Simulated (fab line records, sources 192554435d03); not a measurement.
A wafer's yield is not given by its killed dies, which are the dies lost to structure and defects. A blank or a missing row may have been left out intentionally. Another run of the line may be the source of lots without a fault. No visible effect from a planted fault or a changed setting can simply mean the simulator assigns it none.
What tool caused it? -- flow n5Finfet -- Sampling: 11 lots, 30 wafers, 5 of 1938 route steps

## WHAT THE GAUGES READ, wafer by wafer
N5_BEOL_M4_RC_MEAS_101.
lot,measured,on,DIBL_N (mV/V),DIBL_P (mV/V),IOFF_N (nA/um),IOFF_P (nA/um),ION_N (uA/um),ION_P (uA/um),SS_N (mV/dec),SS_P (mV/dec),VT_N (mV),VT_P (mV)
L944,day 8 03:04,prober-01,35.5 35.7 34.9,35.7 35.9 34.7,0.15 0.15 0.13,0.20 0.21 0.19,662 661 655,458 459 450,71.6 71.4 71.9,73.3 72.8 72.6,250 254 251,-251 -251 -251
L945,day 8 07:41,prober-02,32.6 32.3 32.3,31.7 31.6 31.5,0.10 0.10 0.10,0.15 0.15 0.15,651 653 664,456 453 456,70.0 69.8 70.1,72.0 71.8 72.1,259 256 257,-256 -253 -254
L946,day 8 16:58,prober-02,35.0 33.2 33.3,34.4 31.5 32.3,0.14 0.10 0.11,0.18 0.13 0.15,666 647 650,453 440 452,71.1 70.8 70.9,73.2 72.8 72.7,249 256 256,-254 -256 -253
L949,day 9 08:29,prober-01,34.8 36.4 36.4,35.7 37.8 36.9,0.14 0.16 0.17,0.19 0.22 0.21,674 675 680,460 467 458,71.6 71.6 70.6,72.7 73.9 73.1,251 249 247,-250 -249 -251
L950,day 10 03:58,prober-02,31.6 33.2 33.5,31.6 33.4 34.0,0.11 0.13 0.14,0.16 0.18 0.20,650 660 668,451 457 458,71.4 70.7 71.6,72.7 72.2 73.1,258 252 251,-253 -251 -248
L951,day 11 13:41,prober-02,36.3 34.7,35.8 33.7,0.16 0.13,0.24 0.20,670 658,465 463,72.2 71.6,72.4 72.2,252 251,-246 -250
L954,day 11 15:45,prober-01,36.1 35.3 37.2,37.2 36.9 38.8,0.15 0.16 0.19,0.21 0.21 0.23,664 692 683,455 476 462,71.5 71.4 72.4,73.3 73.0 73.6,249 247 246,-251 -251 -249
L953,day 11 21:16,prober-02,36.4 37.1,36.9 37.6,0.15 0.17,0.20 0.24,659 673,451 465,71.3 71.4,73.2 73.6,254 251,-251 -246
L956,day 11 21:16,prober-01,39.2 36.9,41.3 38.8,0.21 0.19,0.29 0.23,671 671,462 459,72.9 72.6,74.2 73.9,249 249,-248 -249
L959,day 13 14:58,prober-02,36.1 36.9 36.7,37.3 37.7 38.0,0.15 0.16 0.16,0.22 0.22 0.22,661 669 684,462 469 474,71.3 70.7 72.0,73.1 72.8 73.5,249 249 249,-248 -245 -248
L966,day 14 14:23,prober-01,36.8 37.2 36.1,37.1 37.9 36.1,0.19 0.20 0.18,0.22 0.24 0.21,680 679 684,459 459 462,71.8 72.0 72.0,73.0 73.4 72.6,248 246 245,-249 -248 -251

## WHICH TOOL RAN EACH LOT (tool, then ch and the chambers of the sampled wafers, then the start)
lot,N5_BEOL_M4_SPUTTER_86,N5_BEOL_M4_ANNEAL_87,N5_BEOL_M4_SPUTTER_96,N5_BEOL_M4_CO_CAP_55
L944,"pvdSputter-03, day 8 00:33","pvdSputter-03, day 8 00:38","pvdSputter-03, day 8 01:39","cvdCo-01 ch 0,1,2, day 8 02:31"
L945,"pvdSputter-01, day 8 05:07","pvdSputter-01, day 8 05:12","pvdSputter-01, day 8 06:13","cvdCo-02 ch 0,1, day 8 07:08"
L946,"pvdSputter-01, day 8 14:04","pvdSputter-01, day 8 14:09","pvdSputter-01, day 8 15:10","cvdCo-01 ch 1,2, day 8 16:25"
L949,"pvdSputter-01, day 9 06:17","pvdSputter-01, day 9 06:22","pvdSputter-01, day 9 07:23","cvdCo-01 ch 0,2, day 9 08:16"
L950,"pvdSputter-03, day 10 01:35","pvdSputter-03, day 10 01:40","pvdSputter-03, day 10 02:41","cvdCo-01 ch 1,2, day 10 03:33"
L951,"pvdSputter-02, day 11 11:30","pvdSputter-02, day 11 11:35","pvdSputter-02, day 11 12:36","cvdCo-01 ch 0,2, day 11 13:28"
L954,"pvdSputter-01, day 11 13:20","pvdSputter-01, day 11 13:25","pvdSputter-01, day 11 14:26","cvdCo-02 ch 1,2, day 11 15:22"
L953,"pvdSputter-01, day 11 18:55","pvdSputter-01, day 11 18:59","pvdSputter-01, day 11 20:01","cvdCo-01 ch 0,2, day 11 20:53"
L956,"pvdSputter-02, day 11 19:03","pvdSputter-02, day 11 19:08","pvdSputter-02, day 11 20:09","cvdCo-01 ch 1, day 11 21:01"
L959,"pvdSputter-02, day 13 12:40","pvdSputter-02, day 13 12:45","pvdSputter-02, day 13 13:51","cvdCo-02 ch 1,2, day 13 14:43"
L966,"pvdSputter-03, day 14 11:55","pvdSputter-03, day 14 12:00","pvdSputter-03, day 14 13:01","cvdCo-02 ch 0,2, day 14 14:09"
- N5_BEOL_M4_SPUTTER_86: material Cu, target thk 4.5 nm, time 8.29 s.
- N5_BEOL_M4_ANNEAL_87: time 240 s.
- N5_BEOL_M4_SPUTTER_96: material Cu, target thk 4.5 nm, time 8.29 s.
- N5_BEOL_M4_CO_CAP_55: material Co, precursor CCTBA/H2, target thk 2 nm, time 102.1 s.

## AS READ BY THE TOOLS THEMSELVES (means over the sampled wafers that have a number; for cases with no such wafer, the mark the record gives instead)
N5_BEOL_M4_SPUTTER_86.
lot,tool,substrateTempC (C),throttleValvePct (%)
L944,pvdSputter-03,-20.00,29.1
L945,pvdSputter-01,-20.05,30.6
L946,pvdSputter-01,-19.90,30.6
L949,pvdSputter-01,-19.96,30.2
L950,pvdSputter-03,-20.05,30.0
L951,pvdSputter-02,-20.02,30.9
L954,pvdSputter-01,-20.03,30.7
L953,pvdSputter-01,-19.93,30.8
L956,pvdSputter-02,-20.01,29.2
L959,pvdSputter-02,-19.90,30.7
L966,pvdSputter-03,-20.18,30.0

N5_BEOL_M4_ANNEAL_87.
lot,tool,heaterPowerW (W)
L944,pvdSputter-03,815
L945,pvdSputter-01,879
L946,pvdSputter-01,873
L949,pvdSputter-01,818
L950,pvdSputter-03,809
L951,pvdSputter-02,832
L954,pvdSputter-01,800
L953,pvdSputter-01,830
L956,pvdSputter-02,866
L959,pvdSputter-02,848
L966,pvdSputter-03,822

N5_BEOL_M4_SPUTTER_96.
lot,tool,substrateTempC (C),throttleValvePct (%)
L944,pvdSputter-03,-20.02,29.0
L945,pvdSputter-01,-19.98,30.7
L946,pvdSputter-01,-20.04,30.5
L949,pvdSputter-01,-19.93,30.2
L950,pvdSputter-03,-19.94,30.1
L951,pvdSputter-02,-19.98,30.7
L954,pvdSputter-01,-19.99,30.8
L953,pvdSputter-01,-20.00,30.9
L956,pvdSputter-02,-20.10,29.1
L959,pvdSputter-02,-20.00,30.5
L966,pvdSputter-03,-20.06,30.0

N5_BEOL_M4_CO_CAP_55.
lot,tool,heaterPowerW (W),runLengthS (s)
L944,cvdCo-01,237,125.2
L945,cvdCo-02,227,125.7
L946,cvdCo-01,236,125.3
L949,cvdCo-01,242,125.3
L950,cvdCo-01,239,125.2
L951,cvdCo-01,242,146.9
L954,cvdCo-02,233,125.0
L953,cvdCo-01,240,146.9
L956,cvdCo-01,243,146.8
L959,cvdCo-02,229,125.3
L966,cvdCo-02,225,125.2

## THE ANSWER, worked out from the rows above alone
Rule: the lots themselves supply what counts as usual. The widest of any qualifying gaps counts: lots, ordered by their means at a reading, are off when they make up no more than a third of the lots, leave a main group of 4 or more, and stand apart from it by 3 or more times the standard deviation of that group's means. A main group whose means are all the same, to the digits that the tables above print for the reading, isn't used. A lot without any number at a reading at which 4 lots or more have one is off too. Any other lot the step has rows for is counted as sound. First the gauges in route order, then the tools' own readings, where a lot's mean is used as printed above. The first step at which some lot is off is used, and at that step the reading that is off furthest; a lot without a number counts as furthest.
Off, at N5_BEOL_M4_CO_CAP_55 on runLengthS: L951, L953, L956. The main group: mean 125.3 s, standard deviation 0.19.
If a tool, at that step or one of the process steps before it, ran each lot that is off and ran no sound lot following the first of them, it fits. One fits: cvdCo-01 at N5_BEOL_M4_CO_CAP_55. A fault onset in the window from L950 (day 10 03:33, its last sound lot) to L951 (day 11 13:28, its first lot off) fits.
The tool's own readings at N5_BEOL_M4_CO_CAP_55 bear it out: on the lots that are off they differ by more than 5 times the standard deviation of the sound lots' means. runLengthS reads 146.9 s there against 125.3 s on the sound lots.

## WHAT THE SIMULATOR HAD INSERTED
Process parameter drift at N5_BEOL_M4_CO_CAP_55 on cvdCo-01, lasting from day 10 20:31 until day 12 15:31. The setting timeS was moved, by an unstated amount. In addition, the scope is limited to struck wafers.
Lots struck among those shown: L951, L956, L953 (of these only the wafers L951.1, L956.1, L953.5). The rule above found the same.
